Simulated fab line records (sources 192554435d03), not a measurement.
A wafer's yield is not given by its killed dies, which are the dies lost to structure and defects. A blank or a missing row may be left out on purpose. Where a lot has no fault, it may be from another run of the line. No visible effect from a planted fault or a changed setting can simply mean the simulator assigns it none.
fab line records | flow n5_finfet
[record] lots = 6 wafers = 18 last_day = 20
route steps=1938 shown HKMG_FIN@440 BEOL_M4@1111 PASSIVATION@1936
lots that met no fault: from a run of the same line without faults
start_h: the number of hours between the record's first day and the start of the first shown wafer of the lot | wait_h: hours since the lot's step before | " identical to the entry in the row above | L1.1+2: one row covering several wafers at once | - no value present, or no start provided | * or withheld: withheld | < > ~ a bound
route shown NAME@n: NAME is a module with steps in the file, n the number in the route of the first one | usual: mean and standard deviation over wafers with no fault | same: alike in all rows | chamber/n: place in a boat | sites: readings site by site | _std_site: the standard deviation of these | _edge_site: inner sites' mean taken away from outer sites' mean | radius_mm: how far each site lies from the wafer's centre | mask NAME#n: copy n | behind: the tool/chamber that last shaped the wafer | hold: reason for holding the lot/hours on hold/outcome of the hold | device: whichever transistor did not switch (one of n, p or np) | end of line: the route-end tests of the same wafers | a step without rows: its recipe alone | killed: count of dies lost to structure and defects at first sort (not the wafer's yield) | map: dies across one wafer; x = killed, . = not, _ = none there
set.NAME: the setting that was run; set.NAME@STEP: the one run at that earlier step | model.NAME: the simulator's own value behind a step, which no gauge read
lots seen at some steps along the route; tables by step, rows by wafer
services: the hour from which a tool's chamber was out of use, counted from the record's first day as start_h (under 0 if before that day), plus the number of hours and why
[[steps]]
[step N5_HKMG_FIN_WET_ETCH_18]
[recipe] chemistry = SC1 target = TiN mix = 1:1:5 temp_c = * time_s = 55 target_depth_nm = 5.2 dry = ipa_marangoni rinse_time_s = 30 rinse_temp_c = 23
[step N5_HKMG_FIN_STRIP_19]
[recipe] chemistry = N2/H2 power_w = 2500 temp_c = 300 h2_frac = 0.65 time_s = 360 pressure_mtorr = withheld n2_flow_sccm = 1750 h2_flow_sccm = 3250
[step N5_HKMG_FIN_ALD_91]
[recipe] material = TiN target_thk_a = 10 temp_c = 400 ald_precursor_family = TiCl4 ald_co_reactant = NH3 pulse_time_s = 1 purge_time_s = 3 co_reactant_purge_time_s = 2 co_reactant_pulse_time_s = 2 ald_cycles = 47 pressure_torr = 3
[usual] heater_power_w = 923/99 precursor_pulse_height_rel = 0.999/0.018
// columns lot.wafer tool chamber start_h wait_h heater_power_w precursor_pulse_height_rel
L289.1 ald_metal-02 1 74.83 0.3 1198 1.026
L289.2 " 0 " " 888 0.995
L289.3 " 3 " " 900 1.017
L291.3 ald_metal-01 2 88.80 0.1 931 0.986
L291.4 " 0 " " 895 0.989
L291.6 " 2 " " 950 0.988
L297.1 ald_metal-04 0 126.59 0.3 919 0.998
L297.4 " 1 " " 785 1.010
L297.6 " 1 " " 773 1.011
L298.2 ald_metal-04 0 127.87 0.3 922 1.033
L298.3 " 1 " " 796 0.995
L298.4 " 3 " " 828 1.004
L305.1 ald_metal-02 1 171.62 0.3 1195 0.988
L305.5 " 3 " " 911 0.971
L305.6 " 0 " " 922 1.005
L312.4 ald_metal-02 3 214.97 0.3 890 1.005
L312.5 " 2 " " 840 1.006
L312.6 " 1 " " 1178 1.014
[step N5_HKMG_FIN_COAT_85]
[recipe] resist = SOC temp_c = 250 time_s = 60 spin_rpm = 1500 resist_thk_nm = 300
[step N5_HKMG_FIN_ETCH_86]
[recipe] chemistry = N2/H2 target = SOC target_depth_a = 3932 stop_on = TiN ion_energy_ev = 100 bias_w = 61 pressure_mtorr = 30 source_w = 850 n2_flow_sccm = 200 h2_flow_sccm = 200
[usual] drypump_motor_current_A = 5.6/0.55 n2_flow_sccm = 200.1/0.65 oes_product_au = 0.78/0.083 rf_vpp_V = 241.2/1.5 showerhead_plenum_p_Torr = 2.58/0.1 throttle_valve_pct = 17.79/0.17
// columns lot.wafer tool chamber start_h wait_h drypump_motor_current_A n2_flow_sccm oes_product_au rf_hours_counter_h rf_vpp_V showerhead_plenum_p_Torr throttle_valve_pct
L289.1 rie_diel-01 2 75.17 - 6.4 199.8 0.94 9 243.5 2.73 17.72
L289.2 " 0 " " 4.9 199.4 0.75 159 239.8 2.52 17.75
L289.3 " 1 " " 5.3 199.6 0.72 209 241.4 2.51 17.99
L291.3 rie_diel-01 0 89.14 - 4.9 199.2 0.74 163 242.6 2.52 17.76
L291.4 " 2 " " 6.4 199.6 0.93 13 243.1 2.72 17.73
L291.6 " 2 " " 6.4 199.7 0.93 - 243.7 2.72 17.73
L297.1 rie_diel-04 2 126.93 - 5.7 199.4 0.87 44 238.6 2.48 17.44
L297.4 " 3 " " 5.8 199.2 0.76 - 240.3 2.56 17.84
L297.6 " 1 " " 6.4 200.0 0.71 - 243.1 2.61 17.91
L298.2 rie_diel-04 2 128.27 - 5.8 200.5 0.86 45 239.9 2.48 17.42
L298.3 " 3 " " 5.8 200.6 0.76 136 240.2 2.56 17.83
L298.4 " 3 " " 5.8 200.2 0.76 - 239.9 2.56 17.84
L305.1 rie_diel-01 1 172.01 - 5.3 200.5 0.69 243 239.6 2.50 18.03
L305.5 " 1 " " 5.3 199.6 0.69 - 239.5 2.50 18.02
L305.6 " 2 " " 6.4 200.2 0.87 - 242.2 2.71 17.78
L312.4 rie_diel-02 0 215.18 - 5.3 200.8 0.71 196 241.2 2.51 17.70
L312.5 " 3 " " 5.7 200.1 0.68 - 241.5 2.62 17.90
L312.6 " 2 " " 5.9 200.1 0.68 - 238.9 2.41 18.21
[step N5_HKMG_FIN_STRIP_89]
[recipe] chemistry = N2/H2 material = SOC time_s = 20 power_w = 500 temp_c = 40 pressure_mtorr = 50 rf_frequency_hz = 6e+07 bias_power_w = 8 h2_frac = 0.5 n2_flow_sccm = 300 h2_flow_sccm = 300
[usual] bias_power_w = 8.000/0.025 chamber_pressure_mTorr = 50.00/0.049 drypump_motor_current_A = 5.6/0.55 n2_flow_sccm = 300.0/0.85 oes_product_au = 0.79/0.088 rf_vpp_V = 54.3/0.82 showerhead_plenum_p_Torr = 3.41/0.13 throttle_valve_pct = 19.11/0.27
// columns lot.wafer tool chamber start_h wait_h bias_power_w chamber_pressure_mTorr drypump_motor_current_A n2_flow_sccm oes_product_au rf_hours_counter_h rf_vpp_V showerhead_plenum_p_Torr throttle_valve_pct
L289.1 rie_diel-01 2 75.23 0.0 8.025 49.95 6.4 301.5 0.94 9 54.2 3.59 19.22
L289.2 " 0 " " 8.006 50.06 4.9 298.7 0.73 159 53.8 3.33 19.09
L289.3 " 1 " " 8.012 50.08 5.3 298.9 0.71 209 53.9 3.32 19.16
L291.3 rie_diel-01 0 89.20 0.0 7.987 49.98 4.9 301.6 0.74 163 53.9 3.33 19.07
L291.4 " 2 " " 7.970 49.99 6.4 299.2 0.94 13 54.5 3.59 19.22
L291.6 " 2 " " 7.954 49.98 6.4 299.9 0.94 - 55.0 3.59 19.24
L297.1 rie_diel-04 2 126.99 0.0 7.975 50.02 5.7 300.5 0.87 44 54.6 3.28 18.33
L297.4 " 3 " " 8.023 49.99 5.8 298.7 0.77 - 53.4 3.38 19.62
L297.6 " 1 " " 7.981 49.96 6.4 300.9 0.72 - 53.9 3.45 18.96
L298.2 rie_diel-04 2 128.33 0.0 8.016 49.98 5.8 299.9 0.87 45 53.6 3.28 18.35
L298.3 " 3 " " 7.991 49.95 5.8 299.6 0.77 136 53.3 3.38 19.62
L298.4 " 3 " " 7.960 50.07 5.8 301.0 0.77 - 55.5 3.38 19.62
L305.1 rie_diel-01 1 172.07 0.0 8.016 49.97 5.3 300.4 0.69 243 54.2 3.31 19.21
L305.5 " 1 " " 7.950 49.99 5.3 300.5 0.70 - 55.5 3.30 19.20
L305.6 " 2 " " 8.037 49.96 6.4 300.1 0.87 - 54.0 3.57 19.28
L312.4 rie_diel-02 0 215.24 0.0 7.991 49.96 5.3 298.7 0.73 196 55.2 3.32 19.02
L312.5 " 3 " " 7.987 50.05 5.7 299.5 0.68 - 53.7 3.46 19.30
L312.6 " 2 " " 7.954 49.94 5.9 300.2 0.67 - 54.3 3.18 19.55
[step N5_HKMG_FIN_WET_ETCH_87]
[recipe] chemistry = SC1 target = TiN mix = 1:2:40 temp_c = 50 time_s = 154.2 target_depth_nm = 4.7 dry = ipa_marangoni rinse_time_s = 30 rinse_temp_c = 23
[step N5_HKMG_FIN_STRIP_88]
[recipe] chemistry = N2/H2 power_w = 2500 temp_c = 300 h2_frac = 0.65 time_s = 360 pressure_mtorr = withheld n2_flow_sccm = 1750 h2_flow_sccm = 3250
[step N5_HKMG_FIN_NWFM_ALD_20]
[recipe] material = TiAlC target_thk_a = 20 temp_c = 300 ald_precursor_family = TiCl4 ald_co_reactant = TEA pulse_time_s = 3 purge_time_s = 2 co_reactant_purge_time_s = 2 co_reactant_pulse_time_s = 10 ald_cycles = 7 pressure_torr = 3
[usual] heater_power_w = 515/56 precursor_pulse_height_rel = 1.001/0.019
// columns lot.wafer tool chamber start_h wait_h heater_power_w precursor_pulse_height_rel
L289.1 ald_metal-04 2 75.91 0.3 565 0.968
L289.2 " 3 " " 472 0.997
L289.3 " 0 " " 508 0.991
L291.3 ald_metal-02 2 89.77 0.1 453 1.018
L291.4 " 1 " " 661 0.982
L291.6 " 2 " " 464 0.979
L297.1 ald_metal-01 1 127.56 0.3 504 1.011
L297.4 " 3 " " 486 0.973
L297.6 " 3 " " 495 1.028
L298.2 ald_metal-04 3 128.90 0.3 475 1.000
L298.3 " 0 " " 511 1.022
L298.4 " 2 " " 559 1.039
L305.1 ald_metal-01 1 172.64 0.3 522 0.977
L305.5 " 2 " " 514 0.998
L305.6 " 3 " " 489 1.021
L312.4 ald_metal-04 2 215.82 0.1 566 1.021
L312.5 " 0 " " 500 0.983
L312.6 " 3 " " 471 1.009
[step N5_HKMG_FIN_ALD_71]
[recipe] material = TiN target_thk_a = 10 temp_c = 400 ald_precursor_family = TiCl4 ald_co_reactant = NH3 pulse_time_s = 1 purge_time_s = 3 co_reactant_purge_time_s = 2 co_reactant_pulse_time_s = 2 ald_cycles = 47 pressure_torr = 3
[usual] heater_power_w = 922/99 precursor_pulse_height_rel = 1.000/0.02
// columns lot.wafer tool chamber start_h wait_h heater_power_w precursor_pulse_height_rel
L289.1 ald_metal-04 2 76.01 0.0 993 0.987
L289.2 " 3 " " 846 0.988
L289.3 " 0 " " 897 0.985
L291.3 ald_metal-02 2 89.87 0.0 832 1.020
L291.4 " 1 " " 1170 0.987
L291.6 " 2 " " 851 1.022
L297.1 ald_metal-01 1 127.66 0.0 898 0.998
L297.4 " 3 " " 885 0.991
L297.6 " 3 " " 889 0.981
L298.2 ald_metal-04 3 129.00 0.0 852 1.010
L298.3 " 0 " " 891 0.957
L298.4 " 2 " " 972 0.976
L305.1 ald_metal-01 1 172.74 0.0 908 1.032
L305.5 " 2 " " 954 1.019
L305.6 " 3 " " 887 0.977
L312.4 ald_metal-04 2 215.92 0.0 985 0.999
L312.5 " 0 " " 908 1.021
L312.6 " 3 " " 829 1.031
[step N5_HKMG_FIN_COAT_66]
[recipe] resist = SOC temp_c = 250 time_s = 60 spin_rpm = 1500 resist_thk_nm = 300
[step N5_HKMG_FIN_ETCH_67]
[recipe] chemistry = N2/H2 target = SOC target_depth_a = 3889 stop_on = TiN ion_energy_ev = 100 bias_w = 61 pressure_mtorr = 30 source_w = 850 n2_flow_sccm = 200 h2_flow_sccm = 200
[step N5_HKMG_FIN_STRIP_90]
[recipe] chemistry = N2/H2 material = SOC time_s = 20 power_w = 500 temp_c = 40 pressure_mtorr = 50 rf_frequency_hz = 6e+07 bias_power_w = 8 h2_frac = 0.5 n2_flow_sccm = 300 h2_flow_sccm = 300
[usual] bias_power_w = 7.998/0.025 chamber_pressure_mTorr = 50.00/0.046 drypump_motor_current_A = 5.7/0.39 n2_flow_sccm = 300.0/0.96 oes_product_au = 0.79/0.083 rf_vpp_V = 54.2/0.82 showerhead_plenum_p_Torr = 3.38/0.13 throttle_valve_pct = 19.1/0.42
// columns lot.wafer tool chamber start_h wait_h bias_power_w chamber_pressure_mTorr drypump_motor_current_A n2_flow_sccm oes_product_au rf_hours_counter_h rf_vpp_V showerhead_plenum_p_Torr throttle_valve_pct
L289.1 rie_diel-04 0 76.41 0.0 8.016 50.03 5.7 300.4 0.68 239 53.8 3.19 19.5
L289.2 " 2 " " 7.994 50.00 5.8 300.4 0.89 24 54.9 3.29 18.3
L289.3 " 1 " " 8.007 49.92 6.4 299.7 0.74 196 53.7 3.46 18.9
L291.3 rie_diel-04 1 90.27 0.0 7.981 50.07 6.4 300.3 0.73 201 54.6 3.46 18.9
L291.4 " 0 " " 7.943 49.98 5.7 300.2 0.68 244 53.8 3.19 19.5
L291.6 " 0 " " 7.969 49.97 5.7 299.1 0.67 - 53.1 3.19 19.5
L297.1 rie_diel-01 3 128.14 0.0 - - - - - - - - -
L297.4 " 0 " " - - - - - - - - -
L297.6 " 2 " " - - - - - - - - -
L298.2 rie_diel-04 1 129.48 0.0 - - - - - - - - -
L298.3 " 3 " " - - - - - - - - -
L298.4 " 3 " " - - - - - - - - -
L305.1 rie_diel-01 2 173.15 0.0 7.983 49.99 6.4 300.6 0.87 45 54.8 3.57 19.3
L305.5 " 2 " " 8.002 50.08 6.4 301.0 0.87 - 55.7 3.57 19.3
L305.6 " 1 " " 8.024 49.93 5.3 300.1 0.69 - 52.0 3.30 19.2
L312.4 rie_diel-04 0 216.35 0.0 7.984 49.99 5.7 301.2 0.91 - 55.7 3.57 19.2
L312.5 " 3 " " 8.000 49.95 5.8 301.2 0.74 - 54.0 3.36 19.7
L312.6 " 2 " " 8.006 50.01 5.8 298.8 0.82 - 53.6 3.26 18.4
[step N5_HKMG_FIN_WET_ETCH_73]
[recipe] chemistry = SC1 mix = 1:2:40 temp_c = 50 time_s = 42.3 target_depth_nm = 1.3 dry = ipa_marangoni rinse_time_s = 30 rinse_temp_c = 23
[step N5_BEOL_M4_RC_MEAS_101]
[usual] DIBL_N = 36.7/1.8 DIBL_P = 37.0/2.4 IOFF_N = 0.17/0.036 IOFF_P = 0.22/0.042 ION_N = 673/12 ION_P = 462/8.5 SS_N = 71.7/0.62 SS_P = 73.4/0.65 VT_N = 250/3.7 VT_P = -250/3.7
// columns lot.wafer tool chamber start_h wait_h DIBL_N[mV/V] DIBL_P[mV/V] IOFF_N[nA/um] IOFF_P[nA/um] ION_N[uA/um] ION_P[uA/um] SS_N[mV/dec] SS_P[mV/dec] VT_N[mV] VT_P[mV]
L289.1 prober-01 0 190.36 0.0 37.9 39.0 0.20 0.23 675 453 72.1 73.8 246 -251
L289.2 " 0 " " 37.4 39.0 0.18 0.23 671 455 71.9 73.9 246 -250
L289.3 " 0 " " 37.7 38.8 0.18 0.22 686 464 72.0 73.7 247 -251
L291.3 prober-02 0 196.30 0.3 37.1 36.1 0.16 0.19 673 457 72.1 73.2 252 -254
L291.4 " 0 " " 35.2 33.7 0.12 0.16 646 448 72.2 72.8 257 -255
L291.6 " 0 " " 37.5 36.6 0.17 0.20 672 455 72.3 74.3 252 -251
L297.1 prober-02 0 233.61 0.0 38.2 37.9 0.17 0.21 674 458 71.5 73.7 251 -252
L297.4 " 0 " " 35.8 35.4 0.13 0.18 653 455 70.8 72.8 251 -252
L297.6 " 0 " " 37.5 36.4 0.16 0.19 669 455 71.7 72.4 249 -254
L298.2 prober-01 0 237.86 0.2 38.3 38.7 0.21 0.30 680 474 72.5 73.0 247 -242
L298.3 " 0 " " 34.6 34.8 0.15 0.23 677 479 71.1 72.4 247 -241
L298.4 " 0 " " 36.7 37.2 0.18 0.27 677 472 71.8 73.1 248 -245
L305.1 prober-02 0 272.39 0.0 35.3 35.6 0.14 0.19 685 465 70.9 72.8 250 -254
L305.5 " 0 " " 33.0 33.9 0.11 0.17 665 469 70.5 72.2 255 -252
L305.6 " 0 " " 37.2 37.4 0.17 0.23 675 461 71.4 73.6 248 -247
L312.4 prober-01 0 356.19 0.5 36.3 36.1 0.16 0.21 686 465 71.9 73.1 248 -249
L312.5 " 0 " " 36.5 35.6 0.15 0.20 675 464 71.0 73.1 249 -253
L312.6 " 0 " " 34.9 32.6 0.12 0.15 663 445 71.7 72.3 255 -255
[step N5_PASSIVATION_PROBE_49]
[usual] defect_limited_yield = 91.1/1.4 killed_at_M0_to_M3 = 32/9.3 killed_at_M4_up = 13/5.8 killed_at_contacts = 12/6.3 killed_at_front_end = 44/12 killed_at_other = 3.6/2.7 killed_dies = 104/17 killed_open = 69/13 killed_short = 34/6.9 sort_bin_5_function = 5.2/0.98 sort_bin_6_memory = 3.3/0.59 sort_n_pass = 1075/17 sort_yield_pct = 91.1/1.4
[same] gross_dies = 1180 killed_at_back_side = 0 sort_bin_4_leakage[%] = 0 sort_bin_8_speed[%] = 0
// columns lot.wafer tool chamber start_h wait_h defect_limited_yield[%] killed_at_M0_to_M3 killed_at_M4_up killed_at_contacts killed_at_front_end killed_at_other killed_dies killed_open killed_short sort_bin_5_function[%] sort_bin_6_memory[%] sort_n_pass sort_yield_pct[%]
L291.3 prober-02 - 302.04 0.1 91.8 25 20 12 32 8 97 67 27 5.5 2.4 1083 91.8
L291.4 prober-02 - 302.09 0.2 92.2 16 18 13 40 5 92 61 31 4.3 3.2 1088 92.2
L291.6 prober-02 - 302.19 0.3 90.1 18 22 30 43 4 117 82 34 6.2 3.4 1063 90.1
L305.1 prober-02 - 376.18 0.0 91.4 33 8 4 54 3 102 68 33 5.0 3.5 1078 91.4
L305.5 prober-02 - 376.38 0.2 89.8 51 8 12 47 2 120 88 30 6.1 3.6 1060 89.8
L305.6 prober-02 - 376.43 0.3 89.9 45 7 8 56 3 119 73 46 5.5 4.2 1061 89.9
// killed by level:class
L291.3 MOL_CONTACT_COAG:geometric_particle:open=10 FIN_SAQP:geometric_particle:open=8 BEOL_M0_SAQP:geometric_particle:open=7 DUMMY_GATE:geometric_particle:open=6 BEOL_M4:geometric_particle:open=6 STI_FIN_REVEAL:geometric_particle:open=5 BEOL_M3:geometric_particle:open=5 GATE_CUT:geometric_particle:short=4
L291.4 FIN_SAQP:geometric_particle:open=16 MOL_CONTACT_COAG:geometric_particle:open=11 FIN_SAQP:geometric_particle:short=10 BEOL_M4:geometric_particle:open=8 DUMMY_GATE:geometric_particle:open=4 BEOL_M1:geometric_particle:open=4 BEOL_M5:geometric_particle:open=3 GATE_CUT:geometric_particle:short=2
L291.6 MOL_CONTACT_COAG:geometric_particle:open=25 FIN_SAQP:geometric_particle:open=12 DUMMY_GATE:geometric_particle:open=7 BEOL_M4:geometric_particle:open=7 MOL_CONTACT_COAG:geometric_particle:short=5 STI_FIN_REVEAL:geometric_particle:open=5 BEOL_M0_SAQP:geometric_particle:short=5 BEOL_M4:geometric_particle:short=5
L305.1 STI_FIN_REVEAL:geometric_particle:open=21 BEOL_M3:geometric_particle:open=8 FIN_SAQP:geometric_particle:short=7 BEOL_M2:geometric_particle:open=6 FIN_SAQP:geometric_particle:open=5 GATE_CUT:geometric_particle:short=5 BEOL_M0_SAQP:geometric_particle:open=5 STI_FIN_REVEAL:geometric_particle:short=4
L305.5 MOL_CONTACT_COAG:geometric_particle:open=12 BEOL_M2:geometric_particle:open=12 BEOL_M3:geometric_particle:open=12 FIN_SAQP:geometric_particle:open=10 BEOL_M0_SAQP:geometric_particle:open=8 FIN_SAQP:geometric_particle:short=7 BEOL_M0_SAQP:geometric_particle:short=7 STI_FIN_REVEAL:geometric_particle:open=6
L305.6 BEOL_M0_SAQP:geometric_particle:short=14 STI_FIN_REVEAL:geometric_particle:open=13 BEOL_M2:geometric_particle:open=12 FIN_SAQP:geometric_particle:short=9 DUMMY_GATE:geometric_particle:open=8 MOL_CONTACT_COAG:geometric_particle:open=8 DUMMY_GATE:geometric_particle:short=6 FIN_SAQP:geometric_particle:open=5
[[services]]
// columns tool chamber start_h hours kind
rie_diel-04 3 51.04 30.3 repair
rie_diel-02 0 51.06 16.0 repair
rie_diel-02 3 53.76 2.0 repair
ald_metal-01 - 61.35 6.0 pm
rie_diel-01 2 69.28 5.1 repair
rie_diel-01 - 76.56 0.6 repair
rie_diel-04 1 107.92 4.6 repair
ald_metal-01 1 108.04 4.5 repair
rie_diel-04 0 112.71 - clean
rie_diel-04 0 112.71 - consumable_replace:focus_ring
rie_diel-04 0 112.71 - consumable_replace:showerhead
rie_diel-04 0 112.71 17.8 scheduled_down
rie_diel-04 0 112.71 17.8 vent_cycle
ald_metal-02 - 127.18 2.0 repair
ald_metal-02 - 129.21 8.7 pm
ald_metal-04 3 157.27 3.0 repair
rie_diel-04 2 158.20 4.0 repair
ald_metal-04 0 167.24 - calibration
ald_metal-04 3 167.58 2.0 repair
rie_diel-04 1 175.91 66.9 repair
ald_metal-02 2 184.95 24.6 repair
rie_diel-01 1 192.52 - clean
ald_metal-04 - 202.09 0.4 repair
ald_metal-02 0 206.00 27.8 repair
[[key]]
[first_sign] step = N5_HKMG_FIN_STRIP_90 reading = tool_record direction = missing
effect none on later readings
met_at N5_HKMG_FIN_STRIP_90
struck_wafers L297.1,L297.4,L297.6,L298.2,L298.3,L298.4
onset_between 90.27 128.14
[fault] kind = skipped_step_whole tool = rie_diel-01,rie_diel-04 chamber = - onset_h = 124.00 steps = N5_HKMG_FIN_STRIP_90 scope = struck_lots_only
